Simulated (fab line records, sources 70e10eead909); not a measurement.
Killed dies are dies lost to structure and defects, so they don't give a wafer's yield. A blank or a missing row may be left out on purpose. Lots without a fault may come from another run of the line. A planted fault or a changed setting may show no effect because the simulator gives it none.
Problem report in the 8D (eight disciplines) form, filled by code | flow nand_harc | the parts of the form that need people (team, actions taken, sign-off) are left out

1. THE PROBLEM
heater_power_total_W at NHARC_P_M1_SOFTBAKE_04 reads a mean of 206.48 W on 9 wafers of 3 lots; wafers without a fault read 188.45 W with a standard deviation of 0.14. That is +99 or more standard deviations from the usual mean.
The step: time 55 s.
First seen on wafer L515.2, day 8 10:00, on litho_track-04. The record holds 36 wafers of 12 lots with a number at this step. Rule for "out", or "out of limits": more than 4 standard deviations from the usual mean. The other wafers with a number count as sound.

2. WHAT IT IS AND WHAT IT IS NOT
question                    | is                     | is not
which readings at this step | heater_power_total_W   | -
which lots                  | L515, L516, L517       | L505, L506, L508, L519, L522, L523, L524, L527, L528
which wafers of those lots  | all that have a number | -
read on which tools         | litho_track-04         | litho_track-01, litho_track-06
when                        | from day 8 10:00       | up to then (9 sound wafers); but 18 sound wafers of L519, L522, L523, L524, L527, L528 came after

3. SUSPECTS, AND WHAT RULES EACH OUT
Counting: a tool at a process step up to the reading stays a suspect if it ran every lot that is out and no sound lot after the first of them.
- litho_track-04 at NHARC_P_M1_SOFTBAKE_04 (time 55 s): kept. It ran every lot that is out, first L515 (day 8 10:00), and no sound lot after that; its last sound lot up to then is L508 (day 6 16:00). Its own readings are out on those wafers: heater_power_total_W.
Left after counting: litho_track-04 at NHARC_P_M1_SOFTBAKE_04.

4. THE CAUSE (what the simulator had put in)
Process parameter drift: litho_track-04, from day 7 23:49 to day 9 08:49, at NHARC_P_M1_SOFTBAKE_04. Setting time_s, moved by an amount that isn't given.
Counting left only this tool.

5. THE CHAIN OF EFFECTS, in route order
Each row: a reading whose mean over the struck wafers that have a number lies more than 3 standard deviations from the usual. Only readings for which the record gives a usual standard deviation are gone through. hours: the time from each lot's start at the first step in this table that gives one to its start at this step, as a median over the lots. sigmas: the change in usual standard deviations.
hours | step                   | reading              | usual    | on struck wafers | change | sigmas
0     | NHARC_P_M1_SOFTBAKE_04 | heater_power_total_W | 188.45 W | 206.48           | +18.03 | +99 or more
The process steps in it:
- NHARC_P_M1_SOFTBAKE_04: time 55 s.
Readings that are blank on the struck wafers while sound wafers have them: plate_temp_C at NHARC_P_M1_SOFTBAKE_04.

6. WHAT WOULD HAVE CAUGHT IT SOONER
In this record the first reading out of limits was taken at day 8 10:00, 10 hours after the fault began at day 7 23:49.
